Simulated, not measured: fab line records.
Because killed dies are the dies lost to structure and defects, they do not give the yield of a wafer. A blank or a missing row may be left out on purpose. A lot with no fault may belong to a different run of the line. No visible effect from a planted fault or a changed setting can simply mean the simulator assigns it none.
Chamber matching ; flow nand_harc ; NHARC_P_M1_DEP_33 on pecvd-03 has 3 sister chambers
The step deposits SiCN, target thk 30 nm. 3 wafers are shown with their chamber, then 8 later ones without.

## EACH WAFER AND ITS CHAMBER
wafer;chamber;heater_power_w (W)
L079.3;0;635
L089.4;1;668
L093.1;2;537

## WAFERS WHOSE CHAMBER IS MISSING
wafer;heater_power_w (W)
L093.2;695
L093.6;695
L095.2;534
L095.3;675
L095.6;674
L096.2;570
L096.5;567
L096.6;565

## THE CHAMBER EACH PASSED THROUGH
wafer;from the rows above;in truth
L093.2;can't be placed: 1 or 0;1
L093.6;can't be placed: 1 or 0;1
L095.2;2;2
L095.3;can't be placed: 1 or 0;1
L095.6;can't be placed: 1 or 0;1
L096.2;can't be placed: 2 or 0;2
L096.5;can't be placed: 2 or 0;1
L096.6;can't be placed: 2 or 0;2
Placed correctly: 1 of 8. Not placeable from these rows: 7 (in 6, the candidates include the true chamber). 0 placed wrongly.
How it was worked out, from the rows above alone: a wafer's distance from a chamber is the root of the sum, over the readings, of the square of ((its reading less the chamber's mean) divided by the reading's scatter). If the next closest chamber is less than 2 further off than the closest, the wafer can't be placed; otherwise it belongs to the closest. The mean given for a chamber averages the wafers shown for that chamber. The scatter: root of mean squared gap, hidden wafer to nearest shown wafer, with one shown wafer a chamber.
